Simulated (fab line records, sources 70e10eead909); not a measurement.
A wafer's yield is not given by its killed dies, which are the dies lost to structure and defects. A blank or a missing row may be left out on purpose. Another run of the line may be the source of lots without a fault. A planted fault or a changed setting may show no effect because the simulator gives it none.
Matching of chambers | flow nand-harc | 4 sister chambers for NHARC_A_ZERO_WELL_ETCH_19 on rie-diel-12
The step etches the open film in N2/H2, target depth 80 nm, overetch 24 nm, time 87.88 s. 20 wafers are shown with their chamber, then 10 later ones without.

WAFERS PAIRED WITH THEIR CHAMBERS
wafer  | chamber | showerhead-plenum-p-Torr (Torr) | drypump-motor-current-A (A) | rf-vpp-V (V)
L747.1 | 2       | 2.16                            | 5.6                         | 432
L747.2 | 3       | 1.91                            | 6.2                         | 427
L747.4 | 1       | 2.18                            | 5.6                         | 434
L746.1 | 0       | 2.21                            | 5.9                         | 436
L746.2 | 3       | 1.90                            | 6.2                         | 427
L746.5 | 0       | 2.21                            | 5.9                         | 435
L748.1 | 1       | 2.18                            | 5.7                         | 434
L748.2 | 2       | 2.16                            | 5.6                         | 434
L748.4 | 3       | 1.90                            | 6.2                         | 426
L752.4 | 3       | 1.90                            | 6.2                         | 427
L752.5 | 0       | 2.21                            | 5.9                         | 433
L752.6 | 3       | 1.90                            | 6.2                         | 427
L755.1 | 3       | 1.90                            | 6.2                         | 426
L755.2 | 1       | 2.18                            | 5.7                         | 435
L755.6 | 3       | 1.90                            | 6.2                         | 427
L758.4 | 3       | 1.90                            | 6.2                         | 427
L758.5 | 2       | 2.16                            | 5.6                         | 433
L758.6 | 3       | 1.90                            | 6.2                         | 425
L761.1 | 0       | 2.21                            | 5.9                         | 435
L761.3 | 1       | 2.18                            | 5.6                         | 435

SIGNATURES (averages over the wafers above)
reading                  | chamber 0 | chamber 1 | chamber 2 | chamber 3 | scatter within a chamber
showerhead-plenum-p-Torr | 2.2100    | 2.1800    | 2.1600    | 1.9011    | 0.00236
drypump-motor-current-A  | 5.900     | 5.650     | 5.600     | 6.200     | 0.025
rf-vpp-V                 | 434.75    | 434.50    | 433.00    | 426.56    | 0.865
Rule: for each reading, subtract the chamber's mean from the wafer's reading, divide by that reading's scatter and square the result; add these up over the readings and take the root, which gives the wafer's distance from the chamber. If the next closest chamber is less than 2 further off than the closest, the wafer can't be placed; otherwise it belongs to the closest. How the scatter is found: for the shown wafers, subtract from each reading the mean of its chamber, square and add these, divide the total by (wafers less chambers), then take the root.

WAFERS WHOSE CHAMBER IS MISSING
wafer  | showerhead-plenum-p-Torr (Torr) | drypump-motor-current-A (A) | rf-vpp-V (V)
L761.4 | 1.90                            | 6.2                         | 426
L764.2 | 1.90                            | 6.2                         | 427
L764.3 | 2.18                            | 5.6                         | 433
L764.6 | 1.90                            | 6.2                         | 427
L765.1 | 2.18                            | 5.7                         | 434
L765.3 | 2.16                            | 5.6                         | 433
L765.4 | 1.90                            | 6.2                         | 426
L767.2 | 2.18                            | 5.7                         | 435
L767.4 | 2.21                            | 5.9                         | 434
L767.6 | 2.18                            | 5.6                         | 434

EACH ONE'S CHAMBER
wafer  | from the rows above | in truth
L761.4 | 3                   | 3
L764.2 | 3                   | 3
L764.3 | 1                   | 1
L764.6 | 3                   | 3
L765.1 | 1                   | 1
L765.3 | 2                   | 2
L765.4 | 3                   | 3
L767.2 | 1                   | 1
L767.4 | 0                   | 0
L767.6 | 1                   | 1
10 of 10 placed correctly. Number that these rows cannot place: 0. Wrongly placed: 0.
